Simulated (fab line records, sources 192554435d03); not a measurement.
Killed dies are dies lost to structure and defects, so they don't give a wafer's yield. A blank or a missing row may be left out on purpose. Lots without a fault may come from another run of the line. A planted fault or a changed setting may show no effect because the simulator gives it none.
fab line records | flow n5_finfet
record lots=4 wafers=12 last_day=17
route steps=1938 shown BEOL_M4@1099 BEOL_M5@1112 BEOL_M6@1251 PASSIVATION@1936
lots that met no fault: from a run of the same line without faults
start_h: hours from the record's first day to the start of the lot's first wafer shown | wait_h: hours since the lot's step before | " the same as in the row above | L1.1+2: a row that stands for several wafers | - no value, or no start given | * or withheld: withheld | < > ~ a bound
route shown NAME@n: a module of which the file shows steps, and the number in the route of the first | usual: mean/standard deviation of fault-free wafers | same: alike in all rows | chamber/n: place in a boat | sites: the reading at each site | _std_site: their standard deviation | _edge_site: outer sites' mean less inner sites' | radius_mm: how far each site lies from the wafer's centre | mask NAME#n: copy n | behind: the tool/chamber that last shaped the wafer | hold: why the lot was held/for how many hours/how that ended | device: the transistor (n, p or np) that didn't switch | end of line: the same wafers' tests at the end of the route | a step without rows: its recipe alone | killed: dies lost to structure and defects at the first sort, not the wafer's yield | map: a wafer's dies, x killed, . not, _ none there
set.NAME: the setting as run; set.NAME@STEP: as run at that earlier step | model.NAME: the simulator's own value behind a step, which no gauge read
lots at some steps of the route; a table a step, a row a wafer
services: from which hour (start_h, from the record's first day; less than 0 if before it) a tool's chamber was out of use, for how many hours, and why
## steps
# step N5_BEOL_M4_ANNEAL_95
# recipe temp_c=400 time_s=240 ambient=vacuum
# step N5_BEOL_M4_SPUTTER_96
# recipe material=Cu target_thk_a=45 temp_c=-20 chamber_pressure_pa=0.07 power_w=withheld time_s=8.29
# step N5_BEOL_M4_ECD_50
# recipe material=Cu target_thk_a=3000
# step N5_BEOL_M4_ANNEAL_51
# recipe temp_c=225 time_s=90 ambient=N2
# step N5_BEOL_M4_CMP_52
# recipe stop_on=SiOC t_overpolish_s=6.8 down_force_psi=1 platen_rpm=50 clearing_platen_down_force_psi=1.5 clearing_platen_rpm=50 post_cmp_clean=cu_alkaline target_thk_nm=40 clearing_platen_pad_velocity_m_s=0.99484 pad_velocity_m_s=0.99484
# step N5_BEOL_M4_PRE_CLEAN_60
# recipe gas=NH3/H2 time_s=15 temp_c=* rf_power_w=300
# step N5_BEOL_M4_CO_CAP_55
# recipe material=Co target_thk_a=20 temp_c=200 precursor=CCTBA/H2 pressure_torr=30 time_s=102.1
# step N5_BEOL_M4_PRE_CLEAN_56
# recipe gas=NH3 time_s=15 temp_c=withheld rf_power_w=300
# step N5_BEOL_M4_DEP_57
# recipe material=SiCN target_thk_a=80 temp_c=withheld precursor=3MS/NH3 pressure_torr=3 rf_w=202 time_s=14
# step N5_BEOL_M4_RC_MEAS_101
# usual DIBL_N=36.0/1.7 DIBL_P=36.0/2 IOFF_N=0.156/0.028 IOFF_P=0.21/0.04 ION_N=673/12 ION_P=463/8.3 SS_N=71.4/0.6 SS_P=73.3/0.66 VT_N=250/3 VT_P=-250/3.8
# columns lot.wafer tool chamber start_h wait_h DIBL_N[mV/V] DIBL_P[mV/V] IOFF_N[nA/um] IOFF_P[nA/um] ION_N[uA/um] ION_P[uA/um] SS_N[mV/dec] SS_P[mV/dec] VT_N[mV] VT_P[mV]
L979.2 prober-02 0 216.41 0.2 36.8 36.4 0.157 0.19 676 466 71.6 73.1 252 -252
L979.3 " 0 " " 38.0 38.0 0.187 0.22 675 461 72.2 73.6 248 -253
L979.4 " 0 " " 35.2 34.8 0.135 0.18 681 468 71.1 72.6 252 -254
L981.2 prober-01 0 236.28 0.2 35.0 33.1 0.144 0.19 672 462 71.6 73.4 252 -250
L981.3 " 0 " " 38.2 37.6 0.206 0.27 690 476 73.0 74.1 246 -246
L981.6 " 0 " " 36.8 36.5 0.187 0.26 696 485 71.3 73.8 244 -246
L986.1 prober-02 0 262.81 0.0 39.2 41.1 0.209 0.28 674 460 71.7 74.3 248 -247
L986.2 " 0 " " 35.4 36.7 0.132 0.20 661 461 70.5 73.8 255 -251
L986.5 " 0 " " 41.7 44.8 0.276 0.36 692 469 72.7 75.1 244 -243
L991.2 prober-02 0 296.77 0.2 36.9 37.8 0.172 0.25 665 457 71.5 73.4 248 -247
L991.5 " 0 " " 34.1 34.9 0.133 0.20 667 469 70.3 73.2 250 -247
L991.6 " 0 " " 35.9 36.5 0.173 0.23 667 461 71.0 73.6 246 -245
# step N5_BEOL_M5_ILD_DEP_00
# recipe material=SiCOH_lowk target_thk_a=1406.4 temp_c=300 precursor=DEMS/porogen pressure_torr=5 rf_w=500 time_s=25.9
# step N5_BEOL_M5_CURE_79
# recipe temp_c=385 time_s=240 ambient=He/Ar material=SiCOH_lowk
# step N5_BEOL_M5_PECVD_70
# recipe material=SiO2 target_thk_a=160 temp_c=400 precursor=TEOS/O2 pressure_torr=5.5 rf_w=450 teos_flow_sccm=53.8 gas=O2 flow_sccm=3000 time_s=18
# step N5_BEOL_M5_HM_DEP_02
# recipe material=TiN target_thk_a=200 temp_c=25 chamber_pressure_pa=0.49996
# step N5_BEOL_M5_COAT_59
# recipe resist=SOC temp_c=250 time_s=60 spin_rpm=1500 resist_thk_nm=60
# step N5_BEOL_M5_COAT_60
# recipe resist=SiARC temp_c=220 time_s=60 spin_rpm=1500 resist_thk_nm=12
# step N5_BEOL_M5_COAT_71
# recipe resist=underlayer temp_c=205 time_s=60 spin_rpm=1500 resist_thk_nm=5
# step N5_BEOL_M5_COAT_05
# recipe resist=CAR-EUV spin_rpm=1500 resist_thk_nm=30
# step N5_BEOL_M5_EBR_07
# recipe solvent=PGMEA ebr_width_mm=1.5
# step N5_BEOL_M5_SOFTBAKE_06
# recipe temp_c=110 time_s=60 resist=CAR-EUV
# step N5_BEOL_M5_EXPOSE_08
# recipe mask_id=M5 na=0.33 source_shape=annular sigma_inner=0.4 sigma_outer=0.8 polarization=unpolarized target_cd_nm=28 dose_mj=35.75
# step N5_BEOL_M5_PEB_09
# recipe peb_temp_c=100 peb_time_s=60 resist=CAR-EUV
# step N5_BEOL_M5_DEVELOP_10
# recipe develop_time_s=30 developer=TMAH resist=CAR-EUV rinse_liquid=surfactant_rinse dry=air_spin dev_temp_c=23
# step N5_BEOL_M5_DESCUM_16
# recipe chemistry=O2 time_s=7 source_power_w=50 bias_power_w=20 pressure_mtorr=20 rf_frequency_hz=2.712e+07 temp_c=40 resist=CAR-EUV o2_flow_sccm=225
# step N5_BEOL_M5_ETCH_72
# recipe chemistry=N2/H2 target=underlayer target_depth_a=65 mask_material=CAR-EUV time_s=5.2 ion_energy_ev=200 pressure_mtorr=30 source_w=840 bias_w=150 n2_flow_sccm=200 h2_flow_sccm=200 ends=cleared
# step N5_BEOL_M5_ETCH_61
# recipe chemistry=CF4 target=SiARC target_depth_a=156 mask_material=CAR-EUV time_s=26 ion_energy_ev=80 pressure_mtorr=40 source_w=545 bias_w=36 Ar_flow_sccm=100 cf4_flow_sccm=100 ends=cleared
# step N5_BEOL_M5_ETCH_62
# recipe chemistry=N2/H2 target=SOC target_depth_a=750 overetch_a=150 mask_material=SiARC temp_c=40 time_s=112.5 ion_energy_ev=200 pressure_mtorr=30 source_w=840 bias_w=150 n2_flow_sccm=200 h2_flow_sccm=200
# step N5_BEOL_M5_STRIP_63
# recipe chemistry=N2/H2 temp_c=40 n2_flow_sccm=200 h2_flow_sccm=200 rf_frequency_hz=6e+07
# step N5_BEOL_M5_STRIP_73
# recipe chemistry=N2/H2 temp_c=40 n2_flow_sccm=200 h2_flow_sccm=200 rf_frequency_hz=6e+07
# step N5_BEOL_M5_STRIP_64
# recipe chemistry=CF4 resist=SiARC power_w=300 bias_power_w=75 pressure_mtorr=50 cf4_flow_sccm=150 rf_frequency_hz=6e+07
# step N5_BEOL_M5_HM_OPEN_17
# recipe chemistry=Cl2/BCl3 target_depth_a=200 overetch_a=60 target=TiN mask_material=SOC ion_energy_ev=150 pressure_mtorr=10 icp_w=1000 bias_w=126 Cl2_flow_sccm=53.25 bcl3_flow_sccm=21.75 Ar_flow_sccm=25
# step N5_BEOL_M5_STRIP_19
# recipe chemistry=O2 power_w=400 temp_c=40 pressure_mtorr=30 rf_frequency_hz=6e+07 bias_power_w=0 overash_fraction=0.2 o2_flow_sccm=225
# step N5_BEOL_M5_COAT_65
# recipe resist=SOC temp_c=250 time_s=60 spin_rpm=1500 resist_thk_nm=60
# step N5_BEOL_M5_COAT_66
# recipe resist=SiARC temp_c=220 time_s=60 spin_rpm=1500 resist_thk_nm=12
# step N5_BEOL_M6_ALD_77
# recipe material=TaN target_thk_a=20 temp_c=275 ald_precursor_family=PDMAT ald_co_reactant=NH3 pressure_torr=3 carrier_flow_sccm=1500 pulse_time_s=2 purge_time_s=3 co_reactant_purge_time_s=2 co_reactant_pulse_time_s=3 ald_cycles=40 precursor_vessel_temp_c=75 precursor_vessel_pressure_torr=26.25 precursor_vessel_carrier_sccm=1000
# usual ald_cycles=40/0 heater_power_w=406/34 precursor_vessel_carrier_sccm=1000.1/2.8
# columns lot.wafer tool chamber start_h wait_h ald_cycles heater_power_w precursor_vessel_carrier_sccm model.TaN_of_BEOL_M6_ALD_77.thk_nm
L979.2 ald_metal-02 2 238.40 0.0 28 427 995.9 1.4
L979.3 " 1 " " 28 374 998.6 1.4
L979.4 " 0 " " 40 393 997.6 2
L981.2 ald_metal-02 3 258.24 0.0 28 399 997.6 1.4
L981.3 " 2 " " 28 424 1000.7 1.4
L981.6 " 3 " " 40 387 996.3 2
L986.1 ald_metal-03 3 290.57 0.2 40 398 998.5 2
L986.2 " 1 " " 40 483 997.1 2
L986.5 " 1 " " 40 492 995.8 2
L991.2 ald_metal-02 0 318.84 0.0 40 398 998.9 2
L991.5 " 2 " " 40 429 997.9 2
L991.6 " 1 " " 40 380 998.6 2
# step N5_PASSIVATION_PROBE_49
# usual defect_limited_yield=91.6/1.6 killed_at_M0_to_M3=31/10 killed_at_M4_up=14/6.3 killed_at_contacts=12/6.1 killed_at_front_end=39/12 killed_at_other=3.7/2.8 killed_dies=100/19 killed_open=66/14 killed_short=33/8.1 sort_bin_4_leakage=0.00/0.014 sort_bin_5_function=5.0/1.1 sort_bin_6_memory=3.2/0.66 sort_n_pass=1080/18 sort_yield_pct=91.6/1.6
# same gross_dies=1180 killed_at_back_side=0 sort_bin_8_speed[%]=0
# columns lot.wafer tool chamber start_h wait_h defect_limited_yield[%] killed_at_M0_to_M3 killed_at_M4_up killed_at_contacts killed_at_front_end killed_at_other killed_dies killed_open killed_short sort_bin_4_leakage[%] sort_bin_5_function[%] sort_bin_6_memory[%] sort_n_pass sort_yield_pct[%]
L979.2 prober-02 - 334.38 0.1 93.7 17 15 3 37 2 74 43 29 0.17 3.6 2.3 1106 93.7
L979.3 prober-02 - 334.43 0.1 92.8 29 13 2 35 6 85 49 31 0.17 3.2 3.6 1095 92.8
L979.4 prober-02 - 334.48 0.2 93.7 22 12 4 30 6 74 51 22 0 3.2 2.8 1106 93.7
L981.2 prober-01 - 339.29 0.1 91.6 34 21 14 20 10 99 62 31 0.42 4.2 3.6 1081 91.6
L981.3 prober-01 - 339.34 0.1 90.5 32 21 8 39 12 112 67 36 0.17 5.3 3.3 1068 90.5
# killed by level:class
L979.2 STI_FIN_REVEAL:geometric_particle:open=8 FIN_SAQP:geometric_particle:open=7 FIN_SAQP:geometric_particle:short=6 BEOL_M4:geometric_particle:open=6 STARTING-WAFER:geometric_particle:short=5 STI_FIN_REVEAL:geometric_particle:short=4 DUMMY_GATE:geometric_particle:open=4 BEOL_M0_SAQP:geometric_particle:open=4
L979.3 FIN_SAQP:geometric_particle:open=13 BEOL_M2:geometric_particle:open=8 BEOL_M2:geometric_particle:short=6 BEOL_M0_SAQP:geometric_particle:open=5 FIN_SAQP:geometric_particle:short=4 STI_FIN_REVEAL:geometric_particle:short=4 BEOL_M4:geometric_particle:short=4 BEOL_M4:geometric_particle:open=4
L979.4 FIN_SAQP:geometric_particle:open=10 FIN_SAQP:geometric_particle:short=8 BEOL_M1:geometric_particle:open=5 BEOL_M3:geometric_particle:open=5 BEOL_M0:geometric_particle:open=4 BEOL_M2:geometric_particle:open=4 BEOL_M7:geometric_particle:open=4 STI_FIN_REVEAL:geometric_particle:open=3
L981.2 BEOL_M2:geometric_particle:open=17 MOL_CONTACT_COAG:geometric_particle:open=11 BEOL_M4:geometric_particle:open=7 GATE_CUT:geometric_particle:short=5 M6:area_ald=5 FIN_SAQP:geometric_particle:short=3 MOL_CONTACT_COAG:geometric_particle:short=3 BEOL_M0_SAQP:geometric_particle:open=3
L981.3 BEOL_M2:geometric_particle:open=10 BEOL_M4:geometric_particle:open=9 FIN_SAQP:geometric_particle:short=7 FIN_SAQP:geometric_particle:open=7 MOL_CONTACT_COAG:geometric_particle:open=7 HKMG_FIN:area_etch=6 DUMMY_GATE:geometric_particle:open=5 BEOL_M1:geometric_particle:open=5
# map L979.3 (x killed, . not)
_________________..x.x.......________________
______________.................._____________
___________xx................x....x__________
__________................x........._________
________...x......x..................x_______
_______.......xx......................x______
______.....x.......x....x..x....x.....x._____
_____.............................x......____
____.......................x.......x......___
___..........xx............xx..x.....x.....__
___.....................................x..__
__...x............x.......xx.x...x.........._
__x.x..x.......x......x.............x......._
_.xx.............x.x...x.....................
_..........x................x................
_...x..........................xx.......x....
_....xx..........................x....x......
_.....x...x....x.......x.....................
_..x.......................x...............x.
_.......x.......x................x...........
_............................................
__..........x..............................._
__.......x............xx..........x........._
___..............................x.........__
___...x.........x...............xx.........__
____x................................x....___
_____....................................____
______x................................._____
_______.x..........x...................______
________......x......................._______
__________..............x..........._________
___________........................__________
______________......x.........x._____________
_________________............________________
# map L981.3 (x killed, . not)
_________________.........x..________________
______________.x....xx.......x.._____________
___________.x.................x....__________
__________.....x.x........x......x.._________
________............x..........xx.x..._______
_______................................______
______........x.......x..........x......_____
_____.........x...x................x..x..____
____x...........x.......................x.___
___................x...x...............x...__
___x.............x.........x...............__
__......................x....x.............._
__.....x.x....x............x......x.....x..._
_.x..........x..xx..........x...........x....
_.......x...x.x.....x.x........x.............
_.......................x.xx...x.............
_...............x........................x...
_.......x........x.................x.....x...
_...x..............x.......x....x.........x..
_...................x....x.x......xx.........
_.....x....................x..........x..x...
__.........................................._
__x.....x..................................x_
___x........x........x.....x.........x..x..__
___.....x...................x............xx__
____x....x.x.xx...........................___
_____.........................x..........____
______.x....................x..........._____
_______.......................xx.......______
________.......x........x............._______
__________..........x..........x...._________
___________........x..x......x.....__________
______________.x..x...x........._____________
_________________.xx...xx....________________
## services
# columns tool chamber start_h hours kind
ald_metal-03 3 233.96 4.1 repair
ald_metal-03 2 296.88 6.9 repair
ald_metal-02 - 299.29 8.7 pm
ald_metal-03 - 301.08 0.4 repair
ald_metal-02 - 314.01 1.5 repair
ald_metal-03 - 318.41 74.6 repair
## key
first_sign step=N5_BEOL_M6_ALD_77 reading=ald_cycles direction=down sigmas=99+ usual=* struck=*
effect step=N5_PASSIVATION_PROBE_49 reading=sort_bin_4_leakage direction=up sigmas=2.7 usual=0.00 struck=0.23
model_effect step=N5_BEOL_M6_ALD_77 value=TaN_of_BEOL_M6_ALD_77.thk_nm without=2 struck=1.4
met_at N5_BEOL_M6_ALD_77
struck_wafers L979.2,L979.3,L981.2,L981.3
fault kind=process_parameter_drift tool=ald_metal-02 chamber=- onset_h=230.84 steps=N5_BEOL_M6_ALD_77 channel=ald_cycles offset=* shape=step end_h=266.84 scope=struck_wafers_only acts_in=* stated=*
